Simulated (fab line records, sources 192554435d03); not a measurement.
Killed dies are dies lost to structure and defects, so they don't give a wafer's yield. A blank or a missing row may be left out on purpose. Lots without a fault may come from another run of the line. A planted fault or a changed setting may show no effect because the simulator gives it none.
Which tool did it? | flow n5_finfet | 6 lots, 15 wafers sampled, at 1 step of a route of 1938

WHAT THE GAUGES READ, wafer by wafer
N5_DUMMY_REMOVAL_INSPECT_06: inspects for defects (brightfield).
lot  | measured    | on                | raw_defect_count
L997 | day 4 09:34 | defect_inspect-02 | 6 14 10
L999 | day 4 22:49 | defect_inspect-02 | 7 6 8
L104 | day 6 07:31 | defect_inspect-02 | 5 14
L108 | day 7 07:37 | defect_inspect-02 | 10 14
L113 | day 8 11:59 | defect_inspect-01 | 10 6
L117 | day 9 12:53 | defect_inspect-02 | 15 12 16

WHICH TOOL RAN EACH LOT (tool, then ch and the chambers of the sampled wafers, then the start)
The record holds no process step before these readings.

THE ANSWER, worked out from the rows above alone
Rule: what is usual is taken from the lots themselves. Put in order of their means at a reading, lots are off if they are a third of the lots or fewer, leave a main group of 4 or more, and stand apart from it by a gap of 3 or more times the standard deviation of the main group's means; of several such gaps the widest counts. A main group whose means are all the same, to the digits that the tables above print for the reading, isn't used. A lot without any number at a reading at which 4 lots or more have one is off too. The other lots that the step has rows for count as sound.
No lot is off at any reading shown: from this, nothing can be told.

WHAT THE SIMULATOR HAD PUT IN
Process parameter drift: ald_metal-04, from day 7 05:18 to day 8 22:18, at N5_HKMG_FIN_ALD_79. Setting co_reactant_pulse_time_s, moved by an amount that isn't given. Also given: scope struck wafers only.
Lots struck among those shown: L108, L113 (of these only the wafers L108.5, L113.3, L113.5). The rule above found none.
